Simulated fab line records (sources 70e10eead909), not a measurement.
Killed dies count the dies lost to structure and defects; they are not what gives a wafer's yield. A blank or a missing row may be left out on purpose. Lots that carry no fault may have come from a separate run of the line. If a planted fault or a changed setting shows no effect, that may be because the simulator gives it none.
Matching of chambers || flow nand_harc || rie_diel-08 running NHARC_A_STAIRCASE_DESCUM_186: 4 sister chambers
The step chemistry O2, time 3 s. 4 wafers are shown with their chamber, then 9 later ones without.

== WAFERS, EACH WITH ITS CHAMBER ==
{"wafer": "L078.4", "chamber": 3, "showerhead_plenum_p_Torr (Torr)": 1.83}
{"wafer": "L084.1", "chamber": 2, "showerhead_plenum_p_Torr (Torr)": 1.95}
{"wafer": "L084.4", "chamber": 1, "showerhead_plenum_p_Torr (Torr)": 1.85}
{"wafer": "L084.5", "chamber": 0, "showerhead_plenum_p_Torr (Torr)": 1.91}

== WAFERS WITH NO CHAMBER GIVEN ==
{"wafer": "L089.2", "showerhead_plenum_p_Torr (Torr)": 1.82}
{"wafer": "L089.3", "showerhead_plenum_p_Torr (Torr)": 1.85}
{"wafer": "L089.6", "showerhead_plenum_p_Torr (Torr)": 1.91}
{"wafer": "L091.2", "showerhead_plenum_p_Torr (Torr)": 1.91}
{"wafer": "L091.3", "showerhead_plenum_p_Torr (Torr)": 1.85}
{"wafer": "L091.4", "showerhead_plenum_p_Torr (Torr)": 1.94}
{"wafer": "L097.2", "showerhead_plenum_p_Torr (Torr)": 1.84}
{"wafer": "L097.3", "showerhead_plenum_p_Torr (Torr)": 1.94}
{"wafer": "L097.6", "showerhead_plenum_p_Torr (Torr)": 1.81}

== CHAMBER TAKEN BY EACH ==
{"wafer": "L089.2", "from the rows above": 3, "in truth": 3}
{"wafer": "L089.3", "from the rows above": 1, "in truth": 1}
{"wafer": "L089.6", "from the rows above": 0, "in truth": 0}
{"wafer": "L091.2", "from the rows above": 0, "in truth": 0}
{"wafer": "L091.3", "from the rows above": 1, "in truth": 1}
{"wafer": "L091.4", "from the rows above": 2, "in truth": 2}
{"wafer": "L097.2", "from the rows above": "can't be placed: 1 or 3", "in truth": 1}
{"wafer": "L097.3", "from the rows above": 2, "in truth": 2}
{"wafer": "L097.6", "from the rows above": 3, "in truth": 3}
Correct placement for 8 of the 9. These rows do not allow placing 1 (true chamber among the candidates in 1). 0 placed wrongly.
How it was worked out, from the rows above alone: a wafer's distance from a chamber is the root of the sum, over the readings, of the square of ((its reading less the chamber's mean) divided by the reading's scatter). If the next closest chamber is less than 2 further off than the closest, the wafer can't be placed; otherwise it belongs to the closest. For every chamber, the mean is computed from those of its wafers that are shown. The scatter (one wafer shown for each chamber): square how far every hidden wafer sits from the nearest shown wafer, average those squares and take the square root.
